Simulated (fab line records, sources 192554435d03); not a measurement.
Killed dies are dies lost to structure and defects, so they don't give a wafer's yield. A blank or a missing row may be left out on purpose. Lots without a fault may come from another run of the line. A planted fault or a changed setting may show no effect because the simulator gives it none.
Split-lot experiment | flow n5_finfet | 7 lots, 21 wafers read, on a route of 1938 steps

THE SPLIT
At N5_BEOL_M10_PEB_26 (peb time 60 s), the setting peb_time_s was moved away from the recipe's 60 s on 5 of the 21 wafers read, by -21.6% to -10.5%. The other wafers ran this setting at the recipe's value.

FROM THE SPLIT TO THE READING: what the file shows between them, 1 step
- N5_BEOL_M10_DEVELOP_27: develop time 30 s

THE READING
cd_nm, in nm, at N5_BEOL_M10_CD_MEAS_28 (target cd 70 nm). Fault-free wafers of this fab line usually give 70.0 nm, standard deviation 0.92 nm.

wafer  | tool, chamber at the split | peb_time_s as run, s | against the recipe | cd_nm, nm | against lot-mates on the recipe
L074.1 | litho_track-04, 0          | 53.73                | -10.5%             | 63.7      | -6.7
L074.2 | litho_track-04, 0          | 60                   | recipe             | 70.6      | -
L074.3 | litho_track-04, 0          | 60                   | recipe             | 70.2      | -
L078.1 | litho_track-04, 0          | 60                   | recipe             | 69.8      | -
L078.3 | litho_track-04, 0          | 60                   | recipe             | 69.0      | -
L078.5 | litho_track-04, 0          | 60                   | recipe             | 69.3      | -
L077.3 | litho_track-05, 0          | 47.02                | -21.6%             | 59.4      | no lot-mate on the recipe
L077.4 | litho_track-05, 0          | 47.02                | -21.6%             | 59.9      | no lot-mate on the recipe
L077.5 | litho_track-05, 0          | 47.02                | -21.6%             | 58.0      | no lot-mate on the recipe
L080.1 | litho_track-01, 0          | 60                   | recipe             | 71.1      | -
L080.2 | litho_track-01, 0          | 60                   | recipe             | 71.0      | -
L080.3 | litho_track-01, 0          | 60                   | recipe             | 71.6      | -
L084.4 | litho_track-01, 0          | 60                   | recipe             | 70.3      | -
L084.5 | litho_track-01, 0          | 60                   | recipe             | 70.3      | -
L084.6 | litho_track-01, 0          | 60                   | recipe             | 70.5      | -
L088.1 | litho_track-01, 0          | 48.76                | -18.7%             | 61.7      | -9.0
L088.2 | litho_track-01, 0          | 60                   | recipe             | 69.9      | -
L088.5 | litho_track-01, 0          | 60                   | recipe             | 71.6      | -
L096.2 | litho_track-04, 0          | 60                   | recipe             | 70.2      | -
L096.3 | litho_track-04, 0          | 60                   | recipe             | 69.6      | -
L096.6 | litho_track-04, 0          | 60                   | recipe             | 69.9      | -

THE FIT
A straight line over all 21 wafers: cd_nm changes by +0.512 nm for each +1% of peb_time_s; r = +0.98; the points scatter about the line by 0.82 nm.
The same after taking each lot's own level away (the mean of its wafers on the recipe; 18 wafers): +0.518 nm for each +1%; r = +0.98; scatter 0.52 nm.
On that fit, the largest move of peb_time_s shifts the reading by 11 nm.
The lots' own levels span 69.37 to 71.23 nm, that is 2.0 times the standard deviation above.
So the lot-to-lot level changes the slope little: the two slopes agree.
Check: with one of the wafers moved furthest among these (-18.7%) left out of the fit, the line predicts -12 nm for it against its lot-mates. It came out at -9.05 nm against them.

OTHER SPLITS ON THESE WAFERS
These wafers also went through other splits before the reading. Each is held against what the fit with the lots' levels taken away leaves over:
other split on the same wafers     | wafers away from the commonest value | r with cd_nm (lot level and that fit taken away)
N5_BEOL_M7_TRENCH_ETCH_37 source_w | 8                                    | -0.46
N5_BEOL_M8_DESCUM_16 time_s        | 8                                    | -0.34
N5_BEOL_M8_ETCH_62 time_s          | 11                                   | -0.25
N5_BEOL_M9_EXPOSE_25 dose_mj       | 7                                    | +0.20
N5_BEOL_M10_COAT_22 spin_rpm       | 7                                    | +0.31

THE FILE'S OWN FIT
cd_nm changes by +0.518 nm for each +1% of peb_time_s, r = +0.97.
